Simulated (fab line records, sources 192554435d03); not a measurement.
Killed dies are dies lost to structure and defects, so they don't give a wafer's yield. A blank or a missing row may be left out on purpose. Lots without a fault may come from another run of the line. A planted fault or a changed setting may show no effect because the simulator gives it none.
Which tool did it? | flow n5_finfet | 11 lots, 30 wafers sampled, at 5 steps of a route of 1938

WHAT THE GAUGES READ, wafer by wafer
The record holds no reading of a measuring or inspecting step that can be judged against a usual standard deviation.

WHICH TOOL RAN EACH LOT (tool, then ch and the chambers of the sampled wafers, then the start)
lot  | N5_BEOL_M11_VIA_ETCH_34            | N5_BEOL_M11_STRIP_36               | N5_BEOL_M11_CVD_75               | N5_BEOL_M11_ANNEAL_51            | N5_PASSIVATION_PROBE_49
L945 | rie_diel-02 ch 0,1,3, day 10 07:31 | rie_diel-02 ch 0,1,3, day 10 07:34 | cvd_co-01 ch 1,2, day 10 09:34   | rtp_anneal-01 ch 0, day 10 10:36 | prober-01, day 12 07:40
L948 | rie_diel-02 ch 0,1,2, day 11 04:51 | rie_diel-02 ch 0,1,2, day 11 04:55 | cvd_co-01 ch 0,1,2, day 11 06:32 | rtp_anneal-02 ch 0, day 11 08:49 | prober-01, day 13 03:53
L950 | rie_diel-02 ch 1,2, day 12 13:41   | rie_diel-02 ch 1,2, day 12 13:45   | cvd_co-01 ch 0,1,2, day 12 15:17 | rtp_anneal-02 ch 0, day 12 16:34 | prober-01, day 14 08:55
L951 | rie_diel-05 ch 0,1,3, day 13 05:15 | rie_diel-05 ch 0,1,3, day 13 05:19 | cvd_co-01 ch 1,2, day 13 06:44   | rtp_anneal-02 ch 0, day 13 07:12 | prober-01, day 14 19:19
L952 | rie_diel-05 ch 1,2, day 13 05:43   | rie_diel-05 ch 1,2, day 13 05:47   | cvd_co-02 ch 0,1,2, day 13 07:07 | rtp_anneal-02 ch 0, day 13 07:31 | prober-01, day 14 23:52
L961 | rie_diel-05 ch 0,1,2, day 14 16:29 | rie_diel-05 ch 0,1,2, day 14 16:32 | cvd_co-02 ch 0,1,2, day 14 18:33 | rtp_anneal-01 ch 0, day 14 19:35 | prober-01, day 16 11:33
L960 | rie_diel-02 ch 0,2, day 15 02:00   | rie_diel-02 ch 0,2, day 15 02:04   | cvd_co-01 ch 0,2, day 15 03:38   | rtp_anneal-02 ch 0, day 15 04:19 | prober-02, day 16 17:53
L963 | rie_diel-05 ch 1,2, day 15 10:56   | rie_diel-05 ch 1,2, day 15 10:59   | cvd_co-02 ch 0,1, day 15 14:02   | rtp_anneal-01 ch 0, day 15 14:29 | prober-01, day 17 04:02
L964 | rie_diel-02 ch 0, day 15 19:26     | rie_diel-02 ch 0, day 15 19:30     | cvd_co-01 ch 0,1, day 15 20:50   | rtp_anneal-02 ch 0, day 15 21:17 | prober-01, day 17 14:56
L965 | rie_diel-02 ch 0,1, day 15 22:05   | rie_diel-02 ch 0,1, day 15 22:08   | cvd_co-01 ch 1,2, day 16 02:25   | rtp_anneal-02 ch 0, day 16 03:01 | prober-01, day 17 19:14
L966 | rie_diel-05 ch 0,2,3, day 16 11:34 | rie_diel-05 ch 0,2,3, day 16 11:38 | cvd_co-02 ch 0,1,2, day 16 13:15 | rtp_anneal-02 ch 0, day 16 14:53 | prober-01, day 17 23:31
- N5_BEOL_M11_VIA_ETCH_34: etches SiCOH lowk in C4F6/O2, target depth 184.5 nm, time 69.2 s.
- N5_BEOL_M11_STRIP_36: strips in N2/H2.
- N5_BEOL_M11_CVD_75: deposits Co from CCTBA/H2, target thk 2 nm, time 138.9 s.
- N5_BEOL_M11_ANNEAL_51: time 90 s.
- N5_PASSIVATION_PROBE_49

WHAT THE TOOLS THEMSELVES READ (means of the sampled wafers that have a number; where no wafer has one, the mark that the record gives instead)
N5_BEOL_M11_VIA_ETCH_34. Usual: drypump_motor_current_A 5.9 A, standard deviation 0.54; mfc_ar_sccm 299.9 sccm, standard deviation 0.96; oes_ar_750_au 0.78 a.u., standard deviation 0.09; oes_product_au 0.79 a.u., standard deviation 0.098; rf_vpp_V 673 V, standard deviation 8.3; showerhead_plenum_p_Torr 2.89 Torr, standard deviation 0.083; throttle_valve_pct 20.95 %, standard deviation 0.26.
lot  | tool        | drypump_motor_current_A (A) | mfc_ar_sccm (sccm) | oes_ar_750_au (a.u.) | oes_product_au (a.u.) | rf_vpp_V (V) | showerhead_plenum_p_Torr (Torr) | throttle_valve_pct (%) | flag
L945 | rie_diel-02 | 5.9                         | 300.4              | 0.73                 | 0.72                  | 672          | 2.91                            | 20.77                  |
L948 | rie_diel-02 | 5.8                         | 300.6              | 0.81                 | 0.81                  | 671          | 2.95                            | 20.72                  |
L950 | rie_diel-02 | 6.0                         | 299.2              | 0.86                 | 0.85                  | 670          | 3.00                            | 20.67                  |
L951 | rie_diel-05 | 5.9                         | 300.5              | 0.77                 | 0.78                  | 681          | 2.87                            | 20.99                  |
L952 | rie_diel-05 | 6.2                         | 300.1              | 0.78                 | 0.79                  | 676          | 2.84                            | 20.86                  |
L961 | rie_diel-05 | 6.2                         | 299.2              | 0.77                 | 0.78                  | 679          | 2.83                            | 20.85                  |
L960 | rie_diel-02 | 5.6                         | 297.2              | 0.88                 | 0.89                  | 668          | 2.98                            | 20.73                  |
L963 | rie_diel-05 | 5.8                         | 300.0              | 0.81                 | 0.83                  | 685          | 2.87                            | 20.88                  |
L964 | rie_diel-02 | 5.2                         | 300.6              | 0.89                 | 0.90                  | 672          | 2.90                            | 20.73                  |
L965 | rie_diel-02 | 5.8                         | 298.9              | 0.82                 | 0.83                  | 673          | 2.88                            | 20.67                  |
L966 | rie_diel-05 | 6.3                         | 299.7              | 0.69                 | 0.69                  | 672          | 2.83                            | 21.02                  |

N5_BEOL_M11_STRIP_36. Usual: drypump_motor_current_A 5.9 A, standard deviation 0.54; oes_product_au 0.79 a.u., standard deviation 0.1; rf_vpp_V 58.9 V, standard deviation 1.8; showerhead_plenum_p_Torr 2.57 Torr, standard deviation 0.072; temp_c 40.01 C, standard deviation 0.12; throttle_valve_pct 23.63 %, standard deviation 0.26.
lot  | tool        | drypump_motor_current_A (A) | oes_product_au (a.u.) | rf_vpp_V (V) | showerhead_plenum_p_Torr (Torr) | temp_c (C) | throttle_valve_pct (%) | flag
L945 | rie_diel-02 | 5.9                         | 0.71                  | 57.6         | 2.61                            | 39.95      | 23.48                  |
L948 | rie_diel-02 | 5.8                         | 0.81                  | 58.4         | 2.63                            | 40.13      | 23.30                  |
L950 | rie_diel-02 | 6.0                         | 0.86                  | 58.1         | 2.66                            | 39.95      | 23.30                  |
L951 | rie_diel-05 | 5.9                         | 0.78                  | 60.1         | 2.55                            | 39.94      | 23.66                  |
L952 | rie_diel-05 | 6.2                         | 0.80                  | 60.1         | 2.54                            | 40.08      | 23.67                  |
L961 | rie_diel-05 | 6.2                         | 0.79                  | 59.0         | 2.51                            | 39.99      | 23.58                  |
L960 | rie_diel-02 | 5.6                         | 0.90                  | 59.5         | 2.63                            | 39.97      | 23.20                  |
L963 | rie_diel-05 | 5.7                         | 0.84                  | 59.7         | 2.55                            | 40.08      | 23.61                  |
L964 | rie_diel-02 | 5.2                         | 0.91                  | 59.1         | 2.57                            | 39.98      | 23.20                  |
L965 | rie_diel-02 | 5.8                         | 0.83                  | 58.0         | 2.58                            | 39.97      | 23.39                  |
L966 | rie_diel-05 | 6.3                         | 0.70                  | 59.8         | 2.51                            | 40.07      | 23.78                  |

N5_BEOL_M11_CVD_75. Usual: run_length_s 161.5 s, standard deviation 0.44.
lot  | tool      | run_length_s (s) | flag
L945 | cvd_co-01 | 162.1            |
L948 | cvd_co-01 | 161.5            |
L950 | cvd_co-01 | 161.8            |
L951 | cvd_co-01 | 161.8            |
L952 | cvd_co-02 | 161.1            |
L961 | cvd_co-02 | 161.4            |
L960 | cvd_co-01 | 139.2            | OFF
L963 | cvd_co-02 | 161.3            |
L964 | cvd_co-01 | 139.4            | OFF
L965 | cvd_co-01 | 139.6            | OFF
L966 | cvd_co-02 | 161.7            |

N5_BEOL_M11_ANNEAL_51. Usual: wafer_temp_C_max 225.68, standard deviation 0.21.
lot  | tool          | wafer_temp_C_max | flag
L945 | rtp_anneal-01 | 225.72           |
L948 | rtp_anneal-02 | 225.58           |
L950 | rtp_anneal-02 | 225.78           |
L951 | rtp_anneal-02 | 225.57           |
L952 | rtp_anneal-02 | 225.62           |
L961 | rtp_anneal-01 | 225.58           |
L960 | rtp_anneal-02 | 225.71           |
L963 | rtp_anneal-01 | 225.42           |
L964 | rtp_anneal-02 | 225.66           |
L965 | rtp_anneal-02 | 225.87           |
L966 | rtp_anneal-02 | 225.84           |

N5_PASSIVATION_PROBE_49. Usual: defect_limited_yield 91.1 %, standard deviation 1.4; killed_at_M0_to_M3 34, standard deviation 9.7; killed_at_M4_up 13, standard deviation 5.1; killed_at_contacts 14, standard deviation 6.3; killed_at_front_end 40, standard deviation 11; killed_at_other 3.5, standard deviation 2.7; killed_dies 105, standard deviation 16; killed_on_rim 13, standard deviation 4.1; killed_open 70, standard deviation 12; killed_short 34, standard deviation 7.8; sort_bin_4_leakage 0.02 %, standard deviation 0.13; sort_bin_5_function 5.2 %, standard deviation 0.88; sort_bin_6_memory 3.3 %, standard deviation 0.7; sort_n_pass 1074, standard deviation 17; sort_yield_pct 91.0 %, standard deviation 1.5.
lot  | tool      | defect_limited_yield (%) | killed_at_M0_to_M3 | killed_at_M4_up | killed_at_contacts | killed_at_front_end | killed_at_other | killed_dies | killed_on_rim | killed_open | killed_short | sort_bin_4_leakage (%) | sort_bin_5_function (%) | sort_bin_6_memory (%) | sort_n_pass | sort_yield_pct (%) | flag
L945 | prober-01 | 92.1                     | 38                 | 12              | 11                 | 28                  | 4.0             | 93          | 16            | 66          | 26           | 0.03                   | 4.6                     | 3.1                   | 1087        | 92.1               |
L948 | prober-01 | 91.2                     | 32                 | 8               | 22                 | 41                  | 0.7             | 103         | 15            | 69          | 33           | 0.00                   | 5.5                     | 2.7                   | 1077        | 91.2               |
L950 | prober-01 | 90.6                     | 34                 | 12              | 18                 | 44                  | 3.7             | 111         | 17            | 70          | 39           | 0.00                   | 5.0                     | 4.1                   | 1069        | 90.6               |
L951 | prober-01 | 90.1                     | 42                 | 16              | 24                 | 31                  | 3.7             | 117         | 15            | 80          | 36           | 0.00                   | 5.9                     | 3.8                   | 1063        | 90.1               |
L952 | prober-01 | 89.7                     | 36                 | 14              | 13                 | 57                  | 2.0             | 122         | 16            | 82          | 37           | 0.00                   | 5.7                     | 4.3                   | 1058        | 89.7               |
L961 | prober-01 | 92.0                     | 28                 | 13              | 8                  | 43                  | 2.3             | 95          | 11            | 65          | 30           | 0.00                   | 4.8                     | 2.9                   | 1085        | 92.0               |
L960 | prober-02 | 90.8                     | 46                 | 12              | 8                  | 40                  | 2.0             | 108         | 17            | 76          | 32           | 0.00                   | 5.1                     | 3.8                   | 1072        | 90.8               |
L963 | prober-01 | 91.8                     | 29                 | 10              | 17                 | 37                  | 5.0             | 97          | 10            | 58          | 38           | 0.00                   | 4.6                     | 3.2                   | 1083        | 91.8               |
L964 | prober-01 | 92.0                     | 42                 | 8               | 14                 | 26                  | 6.5             | 94          | 11            | 54          | 38           | 0.00                   | 5.0                     | 2.6                   | 1086        | 92.0               |
L965 | prober-01 | 92.8                     | 24                 | 15              | 4                  | 42                  | 0.5             | 84          | 9             | 50          | 34           | 0.00                   | 4.1                     | 2.6                   | 1096        | 92.8               |
L966 | prober-01 | 92.0                     | 31                 | 10              | 9                  | 44                  | 2.0             | 95          | 13            | 64          | 30           | 0.00                   | 5.0                     | 2.7                   | 1085        | 92.0               |

THE ANSWER, worked out from the rows above alone
Rule: a lot is off if the mean of its wafers that have a number lies more than 3 standard deviations from the usual mean. A lot without any number at a reading at which 4 lots or more have one is off too. The other lots that the step has rows for count as sound. The gauges are gone through in route order, then the tools' own readings, and for those a lot's mean is taken as printed above. The first step at which some lot is off is used, and at that step the reading that is off furthest; a lot without a number counts as furthest.
Off: L960, L964, L965, at N5_BEOL_M11_CVD_75 (run_length_s).
A tool fits if, at that step or a process step before it, it ran every lot that is off, and no sound lot after the first of them. Can't be told from this: 2 tools fit, rie_diel-02 at N5_BEOL_M11_VIA_ETCH_34 and N5_BEOL_M11_STRIP_36, cvd_co-01 at N5_BEOL_M11_CVD_75.

WHAT THE SIMULATOR HAD PUT IN
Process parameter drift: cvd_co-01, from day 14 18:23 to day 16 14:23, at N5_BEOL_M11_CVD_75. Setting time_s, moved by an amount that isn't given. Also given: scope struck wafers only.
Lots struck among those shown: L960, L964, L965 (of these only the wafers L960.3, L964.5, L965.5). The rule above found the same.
